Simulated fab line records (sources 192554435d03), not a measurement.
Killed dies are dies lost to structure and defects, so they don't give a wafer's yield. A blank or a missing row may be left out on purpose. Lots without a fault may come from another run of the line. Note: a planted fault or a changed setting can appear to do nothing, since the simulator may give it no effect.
fab line records + flow n5-finfet + part 2 of 2: steps 5 to 6 of 6
[record]
- lots = 21
- wafers = 63
- last-day = 18
route steps=1938 shown MOL_CONTACT_COAG@580 BEOL_M0_SAQP@634
lots that met no fault: from a run of the same line without faults
start-h: start of the lot's first displayed wafer, in hours after the record's first day + wait-h: how many hours have passed since the lot's step before this one + " identical to the entry in the row above + L1.1+2: several wafers, shown together as one row + - no value, or no start was given + * or withheld: withheld + < > ~ a bound
route shown NAME@n: a module of which the file shows steps, and the number in the route of the first + usual: the fault-free wafers' mean and standard deviation + same: alike in all rows + chamber/n: place in a boat + sites: the reading at each site + _std_site: how widely they spread, as a standard deviation + _edge_site: mean of outer sites minus mean of inner sites + radius-mm: how far each site lies from the wafer's centre + mask NAME#n: copy n + behind: the tool/chamber that last shaped the wafer + hold: the reason the lot was held/the length of the hold in hours/how it ended + device: transistor that didn't switch, given as n, p or np + end of line: at the end of the route, the tests of the same wafers + a step without rows: its recipe alone + killed: count of dies lost to structure and defects at first sort (not the wafer's yield) + map: per-die view of a wafer (x killed, . not killed, _ where there is no die)
set.NAME: setting as actually run; set.NAME@STEP: the setting as run at that earlier step + model.NAME: the simulator's own value behind a step, which no gauge read
route steps across a sampled set of lots; one table per step, one row per wafer
services: when a tool's chamber went out of use (start-h, in hours from the record's first day, below 0 if earlier), for how many hours, and the reason
[[steps]]
[step N5_BEOL_M0_SAQP_OVL_MEAS_15]
[recipe]
- points-per-wafer = 44
[usual]
- M0_CORE_OVL = -0.6/0.67
| lot.wafer | tool       | chamber | start-h | wait-h | M0_CORE_OVL[nm] |
|-----------|------------|---------|---------|--------|-----------------|
| L074.4    | overlay-02 | 0       | 111.24  | 0.0    | -1.1            |
| L074.5    | "          | 0       | "       | "      | 0.3             |
| L074.6    | "          | 0       | "       | "      | -0.2            |
| L075.2    | overlay-01 | 0       | 116.66  | 0.0    | 0.0             |
| L075.3    | "          | 0       | "       | "      | -0.2            |
| L075.4    | "          | 0       | "       | "      | -1.3            |
| L076.2    | overlay-01 | 0       | 120.48  | 0.0    | -0.7            |
| L076.3    | "          | 0       | "       | "      | -0.9            |
| L076.6    | "          | 0       | "       | "      | -0.4            |
| L077.1    | overlay-02 | 0       | 127.63  | 0.0    | -1.2            |
| L077.2    | "          | 0       | "       | "      | 0.2             |
| L077.4    | "          | 0       | "       | "      | -0.2            |
| L078.1    | overlay-01 | 0       | 140.79  | 0.0    | -0.8            |
| L078.2    | "          | 0       | "       | "      | -0.3            |
| L078.4    | "          | 0       | "       | "      | 0.5             |
| L079.1    | overlay-01 | 0       | 143.89  | 0.0    | -0.7            |
| L079.4    | "          | 0       | "       | "      | -0.5            |
| L079.5    | "          | 0       | "       | "      | -0.4            |
| L080.2    | overlay-02 | 0       | 147.32  | 0.0    | -0.4            |
| L080.4    | "          | 0       | "       | "      | -0.4            |
| L080.5    | "          | 0       | "       | "      | -0.8            |
| L081.3    | overlay-02 | 0       | 150.52  | 0.0    | 1.1             |
| L081.5    | "          | 0       | "       | "      | -0.3            |
| L081.6    | "          | 0       | "       | "      | -0.4            |
| L082.2    | overlay-01 | 0       | 162.47  | 0.0    | -0.4            |
| L082.3    | "          | 0       | "       | "      | -0.1            |
| L082.6    | "          | 0       | "       | "      | -0.6            |
| L084.4    | overlay-01 | 0       | 177.76  | 0.0    | -2.6            |
| L084.5    | "          | 0       | "       | "      | -1.8            |
| L084.6    | "          | 0       | "       | "      | -1.6            |
| L085.3    | overlay-01 | 0       | 178.02  | 0.0    | -1.9            |
| L085.5    | "          | 0       | "       | "      | -1.1            |
| L085.6    | "          | 0       | "       | "      | 0.2             |
| L086.1    | overlay-01 | 0       | 180.90  | 0.0    | 0.5             |
| L086.3    | "          | 0       | "       | "      | 0.2             |
| L086.5    | "          | 0       | "       | "      | -0.3            |
| L087.1    | overlay-01 | 0       | 201.69  | 0.0    | -0.5            |
| L087.3    | "          | 0       | "       | "      | -0.6            |
| L087.4    | "          | 0       | "       | "      | -0.7            |
| L089.1    | overlay-01 | 0       | 207.05  | 0.0    | 0.5             |
| L089.2    | "          | 0       | "       | "      | -1.1            |
| L089.4    | "          | 0       | "       | "      | -0.3            |
| L090.3    | overlay-02 | 0       | 209.13  | 0.0    | -1.2            |
| L090.4    | "          | 0       | "       | "      | -0.4            |
| L090.5    | "          | 0       | "       | "      | -0.8            |
| L092.3    | overlay-02 | 0       | 224.33  | 0.0    | 0.1             |
| L092.4    | "          | 0       | "       | "      | 0.2             |
| L092.5    | "          | 0       | "       | "      | -1.1            |
| L093.1    | overlay-01 | 0       | 233.08  | 0.0    | -0.9            |
| L093.4    | "          | 0       | "       | "      | -0.8            |
| L093.6    | "          | 0       | "       | "      | 0.2             |
| L094.1    | overlay-02 | 0       | 236.96  | 0.0    | -1.0            |
| L094.5    | "          | 0       | "       | "      | -1.0            |
| L094.6    | "          | 0       | "       | "      | -1.2            |
| L095.3    | overlay-01 | 0       | 240.17  | 0.0    | -0.6            |
| L095.4    | "          | 0       | "       | "      | -0.3            |
| L095.5    | "          | 0       | "       | "      | -0.7            |
| L096.1    | overlay-02 | 0       | 243.10  | 0.0    | 0.0             |
| L096.3    | "          | 0       | "       | "      | -0.2            |
| L096.6    | "          | 0       | "       | "      | -1.5            |
| L097.1    | overlay-01 | 0       | 246.12  | 0.0    | -1.3            |
| L097.2    | "          | 0       | "       | "      | -1.9            |
| L097.4    | "          | 0       | "       | "      | -1.8            |
[step N5_BEOL_M0_SAQP_DESCUM_19]
[recipe]
- chemistry = O2
- time-s = 7.9
- source-power-w = 50
- bias-power-w = 20
- pressure-mtorr = 20
- rf-frequency-hz = 2.712e+07
- temp-c = 40
- resist = CAR-ArF
- o2-flow-sccm = 225
[usual]
- chamber-pressure-mTorr = 20.002/0.017
- drypump-motor-current-A = 5.7/0.38
- oes-product-au = 0.75/0.054
- rf-vpp-V = 243.6/1.3
- showerhead-plenum-p-Torr = 2.12/0.07
- temp-c = 40.00/0.11
- throttle-valve-pct = 20.48/0.21
| lot.wafer | tool        | chamber | start-h | wait-h | chamber-pressure-mTorr | drypump-motor-current-A | oes-product-au | rf-hours-counter-h | rf-vpp-V | showerhead-plenum-p-Torr | temp-c | throttle-valve-pct |
|-----------|-------------|---------|---------|--------|------------------------|-------------------------|----------------|--------------------|----------|--------------------------|--------|--------------------|
| L074.4    | rie-diel-02 | 0       | 111.30  | 0.0    | 20.012                 | 6.5                     | 0.72           | 198                | 240.9    | 1.98                     | 39.90  | 20.48              |
| L074.5    | "           | 3       | "       | "      | 20.018                 | 5.6                     | 0.72           | -                  | 243.3    | 2.17                     | 39.95  | 20.40              |
| L074.6    | "           | 0       | "       | "      | 20.004                 | 6.5                     | 0.72           | -                  | 242.3    | 1.98                     | 40.03  | 20.50              |
| L075.2    | rie-diel-03 | 3       | 116.71  | 0.0    | 20.008                 | 5.5                     | 0.76           | 173                | 241.8    | 2.07                     | 40.21  | 20.45              |
| L075.3    | "           | 2       | "       | "      | 20.031                 | 5.8                     | 0.71           | 231                | 241.3    | 2.08                     | 40.03  | 20.71              |
| L075.4    | "           | 1       | "       | "      | 20.002                 | 5.5                     | 0.71           | 214                | 241.8    | 2.05                     | 40.02  | 20.30              |
| L076.2    | rie-diel-02 | 0       | 120.54  | 0.0    | 20.005                 | 6.5                     | 0.72           | 201                | 241.8    | 1.98                     | 39.86  | 20.51              |
| L076.3    | "           | 2       | "       | "      | 19.990                 | 5.1                     | 0.77           | 134                | 246.2    | 2.19                     | 40.04  | 20.70              |
| L076.6    | "           | 2       | "       | "      | 19.987                 | 5.1                     | 0.77           | -                  | 244.9    | 2.19                     | 39.83  | 20.72              |
| L077.1    | rie-diel-02 | 2       | 127.74  | 0.1    | 20.001                 | 5.1                     | 0.77           | 136                | 244.3    | 2.19                     | 40.11  | 20.70              |
| L077.2    | "           | 3       | "       | "      | 20.015                 | 5.6                     | 0.72           | 209                | 243.7    | 2.17                     | 39.99  | 20.41              |
| L077.4    | "           | 1       | "       | "      | 19.999                 | 6.0                     | 0.78           | 127                | 243.7    | 2.09                     | 39.96  | 19.93              |
| L078.1    | rie-diel-03 | 3       | 141.09  | 0.3    | 19.980                 | 5.6                     | 0.75           | 178                | 242.4    | 2.07                     | 39.89  | 20.44              |
| L078.2    | "           | 0       | "       | "      | 20.006                 | 5.3                     | 0.81           | 128                | 244.2    | 2.21                     | 39.94  | 20.45              |
| L078.4    | "           | 2       | "       | "      | 19.995                 | 5.8                     | 0.71           | 236                | 242.4    | 2.08                     | 40.18  | 20.72              |
| L079.1    | rie-diel-02 | 0       | 143.95  | 0.0    | 20.019                 | 6.6                     | 0.71           | 206                | 240.7    | 1.98                     | 39.97  | 20.49              |
| L079.4    | "           | 1       | "       | "      | 20.006                 | 6.0                     | 0.78           | 131                | 241.1    | 2.09                     | 40.18  | 19.92              |
| L079.5    | "           | 1       | "       | "      | 19.983                 | 6.0                     | 0.79           | -                  | 242.9    | 2.09                     | 40.10  | 19.92              |
| L080.2    | rie-diel-06 | 2       | 147.38  | 0.0    | 19.961                 | 6.1                     | 0.79           | 135                | 244.5    | 2.20                     | 40.07  | 20.68              |
| L080.4    | "           | 3       | "       | "      | 20.024                 | 5.7                     | 0.72           | 215                | 243.5    | 2.16                     | 39.82  | 20.60              |
| L080.5    | "           | 1       | "       | "      | 20.012                 | 5.8                     | 0.72           | -                  | 244.3    | 2.16                     | 39.96  | 20.72              |
| L081.3    | rie-diel-03 | 3       | 150.61  | 0.1    | 20.013                 | 5.6                     | 0.75           | 181                | 241.8    | 2.07                     | 40.29  | 20.44              |
| L081.5    | "           | 1       | "       | "      | 19.993                 | 5.5                     | 0.71           | -                  | 242.4    | 2.04                     | 40.04  | 20.32              |
| L081.6    | "           | 2       | "       | "      | 19.973                 | 5.8                     | 0.71           | -                  | 243.4    | 2.08                     | 39.92  | 20.74              |
| L082.2    | rie-diel-03 | 2       | 162.55  | 0.0    | 20.009                 | 5.8                     | 0.70           | 243                | 243.0    | 2.08                     | 39.94  | 20.73              |
| L082.3    | "           | 0       | "       | "      | 19.977                 | 5.3                     | 0.79           | 134                | 244.6    | 2.20                     | 40.05  | 20.46              |
| L082.6    | "           | 1       | "       | "      | 20.008                 | 5.5                     | 0.69           | -                  | 243.8    | 2.04                     | 39.96  | 20.32              |
| L084.4    | rie-diel-02 | 3       | 177.98  | 0.2    | 19.968                 | 5.6                     | 0.71           | 223                | 244.0    | 2.16                     | 40.31  | 20.43              |
| L084.5    | "           | 2       | "       | "      | 19.994                 | 5.2                     | 0.76           | -                  | 244.2    | 2.19                     | 40.16  | 20.72              |
| L084.6    | "           | 3       | "       | "      | 20.011                 | 5.6                     | 0.71           | -                  | 243.4    | 2.16                     | 40.18  | 20.41              |
| L085.3    | rie-diel-06 | 2       | 178.20  | 0.2    | 19.968                 | 6.1                     | 0.77           | 144                | 243.9    | 2.20                     | 39.90  | 20.72              |
| L085.5    | "           | 2       | "       | "      | 19.991                 | 6.1                     | 0.77           | -                  | 244.2    | 2.20                     | 39.89  | 20.72              |
| L085.6    | "           | 3       | "       | "      | 20.011                 | 5.7                     | 0.72           | -                  | 245.6    | 2.15                     | 39.93  | 20.60              |
| L086.1    | rie-diel-02 | 1       | 180.97  | 0.0    | 20.020                 | 6.0                     | 0.77           | 143                | 243.1    | 2.08                     | 39.92  | 19.95              |
| L086.3    | "           | 3       | "       | "      | 20.008                 | 5.6                     | 0.71           | 224                | 244.5    | 2.16                     | 39.90  | 20.42              |
| L086.5    | "           | 2       | "       | "      | 19.977                 | 5.1                     | 0.75           | -                  | 243.8    | 2.19                     | 39.96  | 20.73              |
| L087.1    | rie-diel-03 | 1       | 202.05  | 0.3    | 19.984                 | 5.5                     | 0.70           | 240                | 243.3    | 2.04                     | 40.00  | 20.34              |
| L087.3    | "           | 0       | "       | "      | 19.999                 | 5.4                     | 0.80           | 148                | 243.7    | 2.20                     | 40.13  | 20.49              |
| L087.4    | "           | 1       | "       | "      | 20.009                 | 5.6                     | 0.70           | -                  | 242.3    | 2.04                     | 39.74  | 20.33              |
| L089.1    | rie-diel-03 | 0       | 207.11  | 0.0    | 19.978                 | 5.3                     | 0.78           | 150                | 244.2    | 2.20                     | 39.99  | 20.49              |
| L089.2    | "           | 3       | "       | "      | 19.989                 | 5.6                     | 0.73           | 202                | 243.4    | 2.06                     | 39.98  | 20.47              |
| L089.4    | "           | 1       | "       | "      | 20.001                 | 5.5                     | 0.69           | -                  | 242.5    | 2.04                     | 40.05  | 20.32              |
| L090.3    | rie-diel-03 | 1       | 209.18  | 0.0    | 20.011                 | 5.5                     | 0.69           | 244                | 243.6    | 2.04                     | 39.81  | 20.33              |
| L090.4    | "           | 3       | "       | "      | 20.007                 | 5.6                     | 0.72           | -                  | 244.2    | 2.06                     | 39.99  | 20.49              |
| L090.5    | "           | 0       | "       | "      | 19.974                 | 5.3                     | 0.77           | -                  | 243.8    | 2.20                     | 39.98  | 20.50              |
| L092.3    | rie-diel-03 | 0       | 224.39  | 0.0    | 20.038                 | 5.3                     | 0.78           | 158                | 246.3    | 2.20                     | 39.88  | 20.51              |
| L092.4    | "           | 0       | "       | "      | 20.035                 | 5.3                     | 0.78           | -                  | 243.4    | 2.20                     | 39.72  | 20.51              |
| L092.5    | "           | 3       | "       | "      | 19.980                 | 5.5                     | 0.73           | -                  | 242.9    | 2.06                     | 39.86  | 20.48              |
| L093.1    | rie-diel-02 | 1       | 233.56  | 0.5    | 20.003                 | 6.0                     | 0.76           | 159                | 243.5    | 2.08                     | 40.04  | 19.96              |
| L093.4    | "           | 3       | "       | "      | 20.023                 | 5.6                     | 0.70           | 240                | 247.1    | 2.16                     | 39.95  | 20.46              |
| L093.6    | "           | 2       | "       | "      | 19.981                 | 5.1                     | 0.74           | -                  | 244.6    | 2.18                     | 40.06  | 20.76              |
| L094.1    | rie-diel-02 | 0       | 237.08  | 0.1    | 20.002                 | 6.6                     | 0.68           | 234                | 240.8    | 1.97                     | 40.15  | 20.52              |
| L094.5    | "           | 1       | "       | "      | 19.988                 | 6.0                     | 0.76           | -                  | 242.3    | 2.08                     | 40.10  | 19.96              |
| L094.6    | "           | 0       | "       | "      | 20.007                 | 6.6                     | 0.69           | -                  | 241.9    | 1.97                     | 40.04  | 20.54              |
| L095.3    | rie-diel-06 | 0       | 240.23  | 0.0    | 20.004                 | 5.3                     | 0.84           | 75                 | 242.5    | 2.13                     | 40.12  | 20.40              |
| L095.4    | "           | 2       | "       | "      | 20.047                 | 6.1                     | 0.75           | -                  | 244.9    | 2.19                     | 39.85  | 20.75              |
| L095.5    | "           | 0       | "       | "      | 20.011                 | 5.3                     | 0.85           | -                  | 244.8    | 2.13                     | 40.15  | 20.39              |
| L096.1    | rie-diel-06 | 2       | 243.16  | 0.0    | 19.992                 | 6.1                     | 0.75           | 166                | 244.1    | 2.19                     | 39.88  | 20.73              |
| L096.3    | "           | 1       | "       | "      | 20.026                 | 5.8                     | 0.71           | 229                | 244.2    | 2.16                     | 39.94  | 20.73              |
| L096.6    | "           | 0       | "       | "      | 20.008                 | 5.4                     | 0.84           | -                  | 243.7    | 2.13                     | 40.05  | 20.39              |
| L097.1    | rie-diel-06 | 2       | 246.18  | 0.0    | 19.996                 | 6.1                     | 0.75           | 166                | 246.0    | 2.19                     | 39.96  | 20.73              |
| L097.2    | "           | 3       | "       | "      | 20.017                 | 5.7                     | 0.69           | 248                | 242.2    | 2.15                     | 40.07  | 20.64              |
| L097.4    | "           | 1       | "       | "      | 20.022                 | 5.8                     | 0.72           | 229                | 243.2    | 2.16                     | 40.11  | 20.74              |
[[services]]
| tool           | chamber | start-h | hours | kind                          |
|----------------|---------|---------|-------|-------------------------------|
| pecvd-01       | -       | 82.08   | 5.5   | pm                            |
| pvd-sputter-01 | -       | 88.64   | 2.1   | repair                        |
| pecvd-01       | 2       | 90.13   | 8.4   | repair                        |
| rie-diel-01    | 2       | 92.18   | 1.8   | repair                        |
| rie-diel-02    | -       | 93.02   | 4.3   | pm                            |
| rie-diel-05    | 1       | 94.47   | 6.9   | repair                        |
| pvd-sputter-02 | -       | 95.00   | 1.8   | repair                        |
| rie-diel-04    | 2       | 110.55  | -     | clean                         |
| rie-diel-04    | 2       | 110.55  | -     | consumable-replace:focus-ring |
| rie-diel-04    | -       | 119.05  | 14.6  | pm                            |
| rie-diel-01    | -       | 122.14  | 14.6  | pm                            |
| rie-diel-06    | 3       | 122.88  | 4.4   | repair                        |
| pecvd-03       | -       | 136.01  | 2.8   | pm                            |
| rie-diel-05    | 3       | 143.24  | 5.5   | repair                        |
| rie-diel-05    | -       | 156.81  | 0.4   | repair                        |
| rie-diel-04    | 1       | 158.29  | 13.6  | repair                        |
| pecvd-01       | 1       | 164.35  | 20.2  | repair                        |
| rie-diel-01    | 1       | 172.75  | 9.3   | repair                        |
| pecvd-04       | 0       | 181.95  | 2.0   | repair                        |
| pvd-sputter-01 | -       | 182.92  | 8.3   | repair                        |
| pecvd-04       | -       | 188.59  | 2.2   | repair                        |
| rie-diel-05    | 2       | 195.63  | 4.7   | repair                        |
| pecvd-04       | -       | 205.00  | 0.8   | repair                        |
| rie-diel-06    | 2       | 205.55  | 5.7   | repair                        |
